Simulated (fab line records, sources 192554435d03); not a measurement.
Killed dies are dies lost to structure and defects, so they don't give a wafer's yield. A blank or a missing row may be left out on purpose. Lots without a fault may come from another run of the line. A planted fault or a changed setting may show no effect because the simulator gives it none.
Split-lot experiment | flow n5_finfet | 7 lots, 21 wafers read, on a route of 1938 steps

THE SPLIT
At N5_BEOL_M8_ETCH_65 (etches SiARC in CF4, target depth 15.6 nm, time 26 s), the setting source_w was moved away from the recipe's 545 W on 6 of the 21 wafers read, by -9.2% to +17.6%. The other wafers ran this setting at the recipe's value.

The reading is taken at the split's own step.

THE READING
rf_vpp_V, in V, at N5_BEOL_M8_ETCH_65 (etches SiARC in CF4, target depth 15.6 nm, time 26 s). Fault-free wafers of this fab line usually give 184.8 V, standard deviation 1 V.

wafer  | tool, chamber at the split | source_w as run, W | against the recipe | rf_vpp_V, V | against lot-mates on the recipe
L074.1 | rie_diel-01, 3             | 545                | recipe             | 185.2       | -
L074.4 | rie_diel-01, 0             | 545                | recipe             | 186.0       | -
L074.5 | rie_diel-01, 3             | 545                | recipe             | 185.3       | -
L076.1 | rie_diel-01, 0             | 545                | recipe             | 185.6       | -
L076.2 | rie_diel-01, 3             | 545                | recipe             | 183.9       | -
L076.3 | rie_diel-01, 2             | 545                | recipe             | 185.0       | -
L077.1 | rie_diel-03, 1             | 545                | recipe             | 184.5       | -
L077.3 | rie_diel-03, 3             | 494.8              | -9.2%              | 188.1       | +3.6
L077.6 | rie_diel-03, 1             | 494.8              | -9.2%              | 190.7       | +6.2
L078.2 | rie_diel-01, 2             | 545                | recipe             | 186.4       | -
L078.3 | rie_diel-01, 0             | 605.9              | +11.2%             | 178.5       | -7.9
L078.6 | rie_diel-01, 2             | 605.9              | +11.2%             | 179.0       | -7.4
L081.1 | rie_diel-01, 1             | 545                | recipe             | 184.9       | -
L081.3 | rie_diel-01, 0             | 545                | recipe             | 184.5       | -
L081.4 | rie_diel-01, 3             | 640.7              | +17.6%             | 174.4       | -10.3
L085.1 | rie_diel-06, 2             | 500.7              | -8.1%              | 187.7       | +4.1
L085.4 | rie_diel-06, 0             | 545                | recipe             | 183.3       | -
L085.5 | rie_diel-06, 0             | 545                | recipe             | 183.9       | -
L088.1 | rie_diel-06, 0             | 545                | recipe             | 185.0       | -
L088.2 | rie_diel-06, 3             | 545                | recipe             | 186.6       | -
L088.3 | rie_diel-06, 2             | 545                | recipe             | 184.1       | -

THE FIT
A straight line over all 21 wafers: rf_vpp_V changes by -0.536 V for each +1% of source_w; r = -0.96; the points scatter about the line by 1 V.
The same after taking each lot's own level away (the mean of its wafers on the recipe; 21 wafers): -0.596 V for each +1%; r = -0.98; scatter 0.77 V.
On that fit, the largest move of source_w shifts the reading by 10 V.
The lots' own levels span 183.60 to 186.40 V, that is 2.8 times the standard deviation above.
So the lot-to-lot level changes the slope: the two fits differ.
Check: with one of the wafers moved furthest among these (+17.6%) left out of the fit, the line predicts -10.9 V for it against its lot-mates. It came out at -10.3 V against them.
Tool readings at the split's step, against how far the setting was moved: rf_vpp_V r = -0.96.

OTHER SPLITS ON THESE WAFERS
These wafers also went through other splits before the reading. Each is held against what the fit with the lots' levels taken away leaves over:
other split on the same wafers | wafers away from the commonest value | r with rf_vpp_V (lot level and that fit taken away)
N5_BEOL_M8_EXPOSE_25 dose_mj   | 4                                    | +0.49

THE FILE'S OWN FIT
rf_vpp_V changes by -0.589 V for each +1% of source_w, r = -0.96.
